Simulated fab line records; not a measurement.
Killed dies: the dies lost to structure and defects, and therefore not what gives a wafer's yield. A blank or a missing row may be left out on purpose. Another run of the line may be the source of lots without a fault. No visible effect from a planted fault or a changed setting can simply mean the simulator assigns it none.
What tool caused it? -- flow n5_finfet -- 21 lots, 63 wafers sampled, at 6 steps of a route of 1938

## WHAT EACH GAUGE READ, for each wafer
N5_SPACER0_INSPECT_04: inspects for defects (darkfield).
lot,measured,on,raw_defect_count
L074,day 2 23:52,defect_inspect-01,141 119 151
L075,day 3 09:04,defect_inspect-01,107 118 116
L076,day 3 15:48,defect_inspect-02,118 103 87
L077,day 3 20:52,defect_inspect-01,132 162 140
L078,day 4 02:21,defect_inspect-01,128 146 130
L080,day 4 13:04,defect_inspect-01,123 172 155
L081,day 4 20:30,defect_inspect-02,120 144 148
L082,day 5 02:25,defect_inspect-02,195 170 196
L083,day 5 07:22,defect_inspect-01,79 139 111
L084,day 5 13:40,defect_inspect-02,128 137 148
L085,day 5 21:59,defect_inspect-01,140 147 151
L086,day 6 04:33,defect_inspect-01,124 110 154
L087,day 6 07:40,defect_inspect-01,185 127 135
L088,day 6 13:22,defect_inspect-02,115 111 154
L089,day 6 18:37,defect_inspect-02,270 177 150
L091,day 7 06:22,defect_inspect-02,131 109 119
L092,day 7 12:29,defect_inspect-02,146 127 166
L094,day 8 02:08,defect_inspect-01,183 164 122
L095,day 8 07:26,defect_inspect-02,188 131 171
L096,day 8 14:00,defect_inspect-01,114 126 140
L097,day 8 17:02,defect_inspect-01,107 126 121

N5_SD_EPI_P_OVL_MEAS_10.
lot,measured,on,SD_P_BLK_OVL (nm)
L074,day 3 04:34,overlay-01,-0.5 -2.2 -0.8
L075,day 3 14:33,overlay-01,-0.5 0.0 -0.2
L076,day 3 20:33,overlay-01,0.1 1.1 -0.6
L077,day 4 02:06,overlay-01,-0.8 -2.0 -1.5
L078,day 4 08:46,overlay-02,-0.4 -0.2 -1.5
L080,day 4 17:58,overlay-01,0.8 0.5 -0.2
L081,day 5 01:37,overlay-02,0.0 -0.4 0.4
L082,day 5 07:02,overlay-02,-0.1 -1.1 -0.2
L083,day 5 12:06,overlay-02,-0.2 0.6 -0.1
L084,day 5 18:34,overlay-01,0.4 0.3 -1.2
L085,day 6 02:43,overlay-02,0.0 -0.8 -0.7
L086,day 6 09:27,overlay-02,0.9 0.9 0.3
L087,day 6 12:30,overlay-01,0.1 0.2 0.4
L088,day 6 18:16,overlay-02,-0.2 -0.9 -0.9
L089,day 7 00:34,overlay-01,0.4 0.2 -0.3
L091,day 7 12:13,overlay-02,-1.6 -0.4 -0.5
L092,day 7 17:21,overlay-01,0.7 0.2 -1.0
L094,day 8 06:52,overlay-01,1.1 0.9 -0.1
L095,day 8 12:34,overlay-02,-0.2 -1.0 -0.2
L096,day 8 19:55,overlay-02,0.7 1.1 -0.1
L097,day 8 21:59,overlay-01,0.3 0.9 0.1

## WHICH TOOL RAN EACH LOT (tool, then ch and the chambers of the sampled wafers, then the start)
lot,N5_DUMMY_GATE_TRIM_49,N5_DUMMY_GATE_HM_OPEN_21,N5_DUMMY_GATE_ETCH_32,N5_SD_EPI_N_ETCH_35
L074,"rie_si-06 ch 0,2, day 2 22:02","rie_diel-02 ch 2,3, day 2 22:33","rie_si-01 ch 1,2,3, day 2 22:43","rie_diel-06 ch 0,1, day 3 00:22"
L075,"rie_si-06 ch 2,3, day 3 07:32","rie_diel-03 ch 1,2,3, day 3 07:49","rie_si-01 ch 1,3, day 3 07:59","rie_diel-04 ch 1,2, day 3 09:31"
L076,"rie_si-02 ch 0,2, day 3 13:55","rie_diel-01 ch 2,3, day 3 14:12","rie_si-01 ch 1,3, day 3 14:22","rie_diel-05 ch 1,2,3, day 3 16:15"
L077,"rie_si-06 ch 0,1,2, day 3 19:07","rie_diel-03 ch 0,1,3, day 3 19:29","rie_si-01 ch 0,3, day 3 19:38","rie_diel-06 ch 1,2, day 3 21:27"
L078,"rie_si-02 ch 0,2, day 3 23:52","rie_diel-02 ch 2,3, day 4 00:10","rie_si-01 ch 0,1,3, day 4 00:20","rie_diel-05 ch 2,3, day 4 02:53"
L080,"rie_si-01 ch 0,1,3, day 4 10:43","rie_diel-01 ch 0,3, day 4 11:00","rie_si-02 ch 0,1,3, day 4 11:10","rie_diel-04 ch 0,1,2, day 4 13:32"
L081,"rie_si-02 ch 1,2,3, day 4 16:42","rie_diel-01 ch 0,3, day 4 16:59","rie_si-06 ch 0,2,3, day 4 17:08","rie_diel-05 ch 0,1, day 4 21:05"
L082,"rie_si-06 ch 0,2,3, day 4 23:20","rie_diel-02 ch 0,2, day 4 23:37","rie_si-02 ch 1,2,3, day 4 23:46","rie_diel-06 ch 0,1, day 5 02:53"
L083,"rie_si-06 ch 0,3, day 5 05:20","rie_diel-01 ch 0,1,3, day 5 05:55","rie_si-02 ch 0,1,2, day 5 06:04","rie_diel-05 ch 1,3, day 5 07:56"
L084,"rie_si-02 ch 1,2,3, day 5 12:04","rie_diel-01 ch 1,2,3, day 5 12:22","rie_si-06 ch 1,2,3, day 5 12:31","rie_diel-04 ch 0,1,3, day 5 14:14"
L085,"rie_si-01 ch 0,1,3, day 5 20:24","rie_diel-01 ch 0,1,3, day 5 20:41","rie_si-02 ch 0,1, day 5 20:51","rie_diel-06 ch 1,3, day 5 22:26"
L086,"rie_si-06 ch 0,2,3, day 6 02:40","rie_diel-01 ch 1,2,3, day 6 02:56","rie_si-02 ch 0,1,3, day 6 03:06","rie_diel-04 ch 1,2, day 6 05:08"
L087,"rie_si-06 ch 1,2,3, day 6 06:04","rie_diel-02 ch 0,1,2, day 6 06:20","rie_si-06 ch 1,2,3, day 6 06:30","rie_diel-05 ch 0,2,3, day 6 08:13"
L088,"rie_si-02 ch 1,2, day 6 11:49","rie_diel-03 ch 0,1, day 6 12:08","rie_si-06 ch 0,1,3, day 6 12:17","rie_diel-05 ch 0,2, day 6 13:56"
L089,"rie_si-02 ch 0,3, day 6 16:43","rie_diel-03 ch 1,2, day 6 17:00","rie_si-06 ch 0,1, day 6 17:10","rie_diel-04 ch 1,2, day 6 19:11"
L091,"rie_si-01 ch 0,1, day 7 04:11","rie_diel-02 ch 0,2, day 7 04:35","rie_si-06 ch 0,2,3, day 7 04:45","rie_diel-04 ch 0,2, day 7 07:10"
L092,"rie_si-01 ch 0,1,3, day 7 10:53","rie_diel-02 ch 1,2,3, day 7 11:11","rie_si-06 ch 0,1,3, day 7 11:20","rie_diel-05 ch 0,1,3, day 7 13:04"
L094,"rie_si-02 ch 0,2, day 8 00:21","rie_diel-01 ch 0,1,3, day 8 00:38","rie_si-06 ch 0,3, day 8 00:47","rie_diel-06 ch 0,1,2, day 8 02:35"
L095,"rie_si-01 ch 0,1,2, day 8 05:35","rie_diel-03 ch 0,3, day 8 06:11","rie_si-06 ch 0,1,3, day 8 06:21","rie_diel-06 ch 1,2, day 8 08:01"
L096,"rie_si-02 ch 0,1,3, day 8 12:07","rie_diel-03 ch 0,2, day 8 12:24","rie_si-01 ch 1,2, day 8 12:34","rie_diel-06 ch 2,3, day 8 14:47"
L097,"rie_si-06 ch 0,2, day 8 15:19","rie_diel-03 ch 0,1, day 8 15:40","rie_si-01 ch 0,1, day 8 15:49","rie_diel-05 ch 2,3, day 8 17:37"
- N5_DUMMY_GATE_TRIM_49: chemistry O2, time 29 s, target cd 14 nm.
- N5_DUMMY_GATE_HM_OPEN_21: chemistry CH3F/O2, target SiNx, target depth 120 nm, time 171.4 s.
- N5_DUMMY_GATE_ETCH_32: etches SiO2 in CF4, target depth 3.5 nm, time 3.9 s.
- N5_SD_EPI_N_ETCH_35: etches SOC in N2/H2, overetch 108 nm, time 486 s.

## AS READ BY THE TOOLS THEMSELVES (means over the sampled wafers that have a number; for cases with no such wafer, the mark the record gives instead)
N5_DUMMY_GATE_TRIM_49.
lot,tool,drypump_motor_current_A (A),he_backside_leak_sccm (sccm),oes_product_au (a.u.),rf_fwd_power_W (W),temp_c (C),throttle_valve_pct (%)
L074,rie_si-06,6.1,3.0,0.998,298.6,19.96,8.34
L075,rie_si-06,5.4,3.2,1.005,298.9,20.04,8.12
L076,rie_si-02,5.5,2.9,1.001,298.9,20.00,8.15
L077,rie_si-06,6.4,2.7,1.003,298.6,19.89,8.38
L078,rie_si-02,5.6,3.2,1.010,297.7,19.94,8.21
L080,rie_si-01,5.7,3.3,1.019,298.2,19.96,8.23
L081,rie_si-02,6.1,2.8,1.008,297.6,19.94,8.05
L082,rie_si-06,5.9,2.9,1.012,298.8,20.05,8.27
L083,rie_si-06,6.2,2.6,1.033,298.7,20.14,8.34
L084,rie_si-02,6.1,2.8,1.015,298.8,19.88,8.06
L085,rie_si-01,5.7,2.7,1.013,298.3,20.06,8.22
L086,rie_si-06,5.9,2.9,1.010,298.9,19.95,8.26
L087,rie_si-06,5.9,2.9,0.998,298.0,20.00,8.22
L088,rie_si-02,5.9,3.1,1.021,297.5,19.97,8.13
L089,rie_si-02,5.8,2.7,0.993,298.1,19.89,8.08
L091,rie_si-01,5.7,2.9,1.013,297.8,20.02,8.36
L092,rie_si-01,5.7,2.9,1.014,298.8,20.05,8.23
L094,rie_si-02,5.6,3.2,1.007,296.8,20.04,8.21
L095,rie_si-01,5.8,2.7,1.012,298.8,20.06,8.27
L096,rie_si-02,6.1,2.5,1.002,298.3,20.04,7.98
L097,rie_si-06,6.1,3.1,0.988,298.4,20.03,8.35

N5_DUMMY_GATE_HM_OPEN_21.
lot,tool,drypump_motor_current_A (A),mfc_ar_sccm (sccm),oes_product_au (a.u.),rf_fwd_power_W (W),rf_vpp_V (V),showerhead_plenum_p_Torr (Torr),throttle_valve_pct (%)
L074,rie_diel-02,5.3,150.5,0.82,394.0,302,2.04,16.20
L075,rie_diel-03,6.0,149.9,0.76,395.0,294,1.98,16.64
L076,rie_diel-01,5.7,149.7,0.76,393.5,307,2.00,16.43
L077,rie_diel-03,5.9,150.0,0.76,393.8,299,2.04,16.54
L078,rie_diel-02,5.2,150.1,0.77,394.1,303,2.02,16.42
L080,rie_diel-01,5.6,149.7,0.72,394.2,307,2.01,16.44
L081,rie_diel-01,5.5,149.8,0.74,394.3,304,2.02,16.49
L082,rie_diel-02,5.5,149.5,0.73,392.0,297,2.02,16.71
L083,rie_diel-01,5.6,149.8,0.73,393.4,300,2.02,16.57
L084,rie_diel-01,5.7,150.0,0.76,393.1,301,2.00,16.54
L085,rie_diel-01,5.6,150.2,0.73,394.4,301,2.02,16.57
L086,rie_diel-01,5.7,150.1,0.76,393.7,302,2.00,16.55
L087,rie_diel-02,5.7,150.4,0.81,393.7,296,2.00,16.56
L088,rie_diel-03,5.9,149.6,0.74,393.6,311,2.09,16.58
L089,rie_diel-03,6.1,150.0,0.72,394.3,299,1.97,16.78
L091,rie_diel-02,5.5,149.8,0.71,393.3,296,2.01,16.73
L092,rie_diel-02,5.4,150.0,0.82,393.6,303,2.01,16.30
L094,rie_diel-01,5.5,149.9,0.72,394.1,301,2.02,16.61
L095,rie_diel-03,5.7,150.1,0.72,392.5,304,2.03,16.49
L096,rie_diel-03,5.9,150.6,0.70,393.0,302,1.95,16.70
L097,rie_diel-03,6.0,149.6,0.74,392.9,307,2.09,16.71

N5_DUMMY_GATE_ETCH_32.
lot,tool,drypump_motor_current_A (A),he_backside_leak_sccm (sccm),oes_product_au (a.u.),rf_fwd_power_W (W),throttle_valve_pct (%)
L074,rie_si-01,5.7,2.8,1.017,786.5,21.8
L075,rie_si-01,5.6,2.8,1.026,789.2,21.9
L076,rie_si-01,5.6,3.0,1.026,785.8,21.9
L077,rie_si-01,5.9,2.7,1.031,786.5,21.8
L078,rie_si-01,5.7,2.7,1.026,788.7,21.9
L080,rie_si-02,6.1,2.5,0.998,791.7,21.6
L081,rie_si-06,5.9,2.9,1.019,789.3,22.0
L082,rie_si-02,6.1,2.7,1.009,787.6,21.7
L083,rie_si-02,5.8,2.8,0.988,790.0,21.5
L084,rie_si-06,5.9,2.9,1.012,790.6,22.1
L085,rie_si-02,6.0,2.4,0.990,788.6,21.4
L086,rie_si-02,6.1,2.4,0.997,787.9,21.6
L087,rie_si-06,5.9,2.9,1.007,788.2,22.1
L088,rie_si-06,6.2,2.6,1.028,789.3,22.2
L089,rie_si-06,6.7,2.5,1.020,791.7,22.5
L091,rie_si-06,5.9,2.9,1.009,787.4,22.0
L092,rie_si-06,6.2,3.4,1.010,793.8,22.2
L094,rie_si-06,6.2,2.6,1.025,791.6,22.2
L095,rie_si-06,6.2,2.6,1.017,790.5,22.2
L096,rie_si-01,5.7,2.9,1.027,791.3,22.0
L097,rie_si-01,5.7,2.9,1.017,790.2,22.1

N5_SD_EPI_N_ETCH_35.
lot,tool,drypump_motor_current_A (A),oes_product_au (a.u.),rf_fwd_power_W (W),rf_vpp_V (V),showerhead_plenum_p_Torr (Torr),temp_c (C),throttle_valve_pct (%)
L074,rie_diel-06,5.9,0.71,3002,240.6,2.55,40.05,23.6
L075,rie_diel-04,4.9,0.65,2998,241.4,2.63,40.00,24.3
L076,rie_diel-05,5.7,0.68,2994,240.9,2.58,40.05,24.0
L077,rie_diel-06,6.2,0.66,2998,241.2,2.56,39.92,23.6
L078,rie_diel-05,5.9,0.67,2989,239.9,2.51,39.95,24.1
L080,rie_diel-04,5.3,0.63,2999,241.5,2.58,40.01,24.1
L081,rie_diel-05,5.5,0.66,3002,241.6,2.63,39.89,23.9
L082,rie_diel-06,5.9,0.69,3000,240.9,2.54,39.92,23.6
L083,rie_diel-05,5.3,0.64,3001,240.7,2.55,39.99,24.3
L084,rie_diel-04,5.5,0.63,2982,240.2,2.54,39.96,23.8
L085,rie_diel-06,6.0,0.65,3000,240.3,2.50,39.97,23.8
L086,rie_diel-04,4.9,0.63,2989,241.7,2.61,40.11,24.3
L087,rie_diel-05,6.0,0.68,2999,241.0,2.58,40.02,23.8
L088,rie_diel-05,6.2,0.70,3001,242.3,2.65,39.87,23.5
L089,rie_diel-04,4.9,0.63,2994,241.6,2.61,39.97,24.3
L091,rie_diel-04,5.2,0.71,2998,242.1,2.58,40.00,24.2
L092,rie_diel-05,5.6,0.72,2993,242.5,2.66,40.09,23.9
L094,rie_diel-06,6.0,0.66,2998,240.6,2.57,39.94,23.7
L095,rie_diel-06,6.1,0.66,2998,241.4,2.61,40.09,23.6
L096,rie_diel-06,6.0,0.66,2998,242.3,2.62,40.01,23.8
L097,rie_diel-05,5.9,0.79,2997,241.7,2.71,40.03,24.0

## THE ANSWER, worked out from the rows above alone
Rule: what is usual is taken from the lots themselves. The widest of any qualifying gaps counts: lots, ordered by their means at a reading, are off when they make up no more than a third of the lots, leave a main group of 4 or more, and stand apart from it by 3 or more times the standard deviation of that group's means. A main group is skipped when, at the precision printed for the reading in the tables above, its means are all equal. A lot without any number at a reading at which 4 lots or more have one is off too. Any other lot the step has rows for is counted as sound. Order of review: gauges by route order, followed by the tools' own readings, for which a lot's mean as printed above is used. The first step at which some lot is off is used, and at that step the reading that is off furthest; a lot without a number counts as furthest.
Nothing can be told from this: no lot is off at any reading shown.

## WHAT THE SIMULATOR HAD INSERTED
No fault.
